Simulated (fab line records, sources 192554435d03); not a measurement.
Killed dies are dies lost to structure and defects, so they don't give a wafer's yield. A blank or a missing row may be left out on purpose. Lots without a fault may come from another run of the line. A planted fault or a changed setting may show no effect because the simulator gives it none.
Split-lot experiment | flow n5_finfet | 7 lots, 39 wafers read, on a route of 1938 steps

THE SPLIT
At N5_BEOL_M11_ILD_DEP_00 (deposits SiCOH lowk from DEMS/porogen, target thk 308.51 nm, time 58 s), the setting time_s was moved away from the recipe's 58 s on 15 of the 39 wafers read, by -54.2% to +59.7%. The other wafers ran this setting at the recipe's value.

FROM THE SPLIT TO THE READING: what the file shows between them, 1 step
- N5_BEOL_M11_CURE_71: cures SiCOH lowk, time 240 s

THE READING
M11_ILD_THK, in nm, at N5_BEOL_M11_THK_MEAS_01. Fault-free wafers of this fab line usually give 267 nm, standard deviation 3.3 nm.

wafer  | tool, chamber at the split | time_s as run, s | against the recipe | M11_ILD_THK, nm | against lot-mates on the recipe
L074.1 | pecvd-04, 0                | 58               | recipe             | 265             | -
L074.2 | pecvd-04, 2                | 58               | recipe             | 265             | -
L074.3 | pecvd-04, 1                | 58               | recipe             | 265             | -
L074.4 | pecvd-04, 0                | 58               | recipe             | 268             | -
L074.5 | pecvd-04, 1                | 58               | recipe             | 270             | -
L074.6 | pecvd-04, 2                | 58               | recipe             | 269             | -
L075.1 | pecvd-03, 2                | 77.41            | +33.5%             | 357             | +88
L075.2 | pecvd-03, 0                | 77.41            | +33.5%             | 357             | +88
L075.3 | pecvd-03, 1                | 58               | recipe             | 267             | -
L075.4 | pecvd-03, 0                | 77.41            | +33.5%             | 360             | +91
L075.5 | pecvd-03, 2                | 58               | recipe             | 268             | -
L075.6 | pecvd-03, 1                | 58               | recipe             | 272             | -
L076.1 | pecvd-04, 2                | 92.61            | +59.7%             | 426             | +161
L076.2 | pecvd-04, 1                | 58               | recipe             | 263             | -
L076.3 | pecvd-04, 0                | 92.61            | +59.7%             | 424             | +159
L076.4 | pecvd-04, 2                | 58               | recipe             | 265             | -
L076.5 | pecvd-04, 1                | 58               | recipe             | 266             | -
L076.6 | pecvd-04, 0                | 92.61            | +59.7%             | 432             | +167
L078.1 | pecvd-02, 2                | 26.57            | -54.2%             | 119             | -149
L078.2 | pecvd-02, 0                | 26.57            | -54.2%             | 123             | -145
L078.3 | pecvd-02, 1                | 58               | recipe             | 266             | -
L078.4 | pecvd-02, 0                | 26.57            | -54.2%             | 125             | -143
L078.5 | pecvd-02, 1                | 58               | recipe             | 270             | -
L078.6 | pecvd-02, 2                | 58               | recipe             | 267             | -
L079.2 | pecvd-02, 1                | 58               | recipe             | 259             | -
L079.5 | pecvd-02, 0                | 58               | recipe             | 267             | -
L079.6 | pecvd-02, 2                | 58               | recipe             | 266             | -
L083.1 | pecvd-02, 0                | 58               | recipe             | 266             | -
L083.2 | pecvd-02, 2                | 58               | recipe             | 268             | -
L083.3 | pecvd-02, 1                | 67.75            | +16.8%             | 313             | +43
L083.4 | pecvd-02, 0                | 58               | recipe             | 276             | -
L083.5 | pecvd-02, 2                | 67.75            | +16.8%             | 317             | +47
L083.6 | pecvd-02, 1                | 67.75            | +16.8%             | 321             | +51
L087.1 | pecvd-04, 1                | 58               | recipe             | 267             | -
L087.2 | pecvd-04, 0                | 58               | recipe             | 267             | -
L087.3 | pecvd-04, 2                | 43.93            | -24.3%             | 205             | -64
L087.4 | pecvd-04, 2                | 58               | recipe             | 273             | -
L087.5 | pecvd-04, 1                | 43.93            | -24.3%             | 210             | -59
L087.6 | pecvd-04, 0                | 43.93            | -24.3%             | 205             | -64

THE FIT
A straight line over all 39 wafers: M11_ILD_THK changes by +2.68 nm for each +1% of time_s; r = +1.00; the points scatter about the line by 3.6 nm.
The same after taking each lot's own level away (the mean of its wafers on the recipe; 39 wafers): +2.69 nm for each +1%; r = +1.00; scatter 3 nm.
On that fit, the largest move of time_s shifts the reading by 1.6e+02 nm.
The lots' own levels span 264.0 to 270.0 nm, that is 1.8 times the standard deviation above.
So the lot-to-lot level changes the slope little: the two slopes agree.
Check: with one of the wafers moved furthest among these (+59.7%) left out of the fit, the line predicts +161 nm for it against its lot-mates. It came out at +161 nm against them.

OTHER SPLITS ON THESE WAFERS
These wafers also went through other splits before the reading. Each is held against what the fit with the lots' levels taken away leaves over:
other split on the same wafers | wafers away from the commonest value | r with M11_ILD_THK (lot level and that fit taken away)
N5_BEOL_M5_DEP_56 target_thk_a | 12                                   | -0.04
N5_BEOL_M9_ILD_DEP_00 time_s   | 12                                   | +0.13

THE WHOLE CHAIN: every reading that the file lists as answering this split, in the file's order
step                    | what it does                                                           | reading                                                                                   | change (the file's fit)              | r (the file's)
N5_BEOL_M11_ILD_DEP_00  | deposits SiCOH lowk from DEMS/porogen, target thk 308.51 nm, time 58 s | SiCOH_lowk_of_BEOL_M11_ILD_DEP_00.thk_nm (the simulator's own value, which no gauge read) | +3.04 nm for each +1% of the setting | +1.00
N5_BEOL_M11_CURE_71     | cures SiCOH lowk, time 240 s                                           | SiCOH_lowk_of_BEOL_M11_ILD_DEP_00.thk_nm (the simulator's own value, which no gauge read) | +2.69 nm for each +1% of the setting | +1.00
N5_BEOL_M11_THK_MEAS_01 |                                                                        | M11_ILD_THK                                                                               | +2.69 for each +1% of the setting    | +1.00

THE FILE'S OWN FIT
M11_ILD_THK changes by +2.69 nm for each +1% of time_s, r = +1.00.
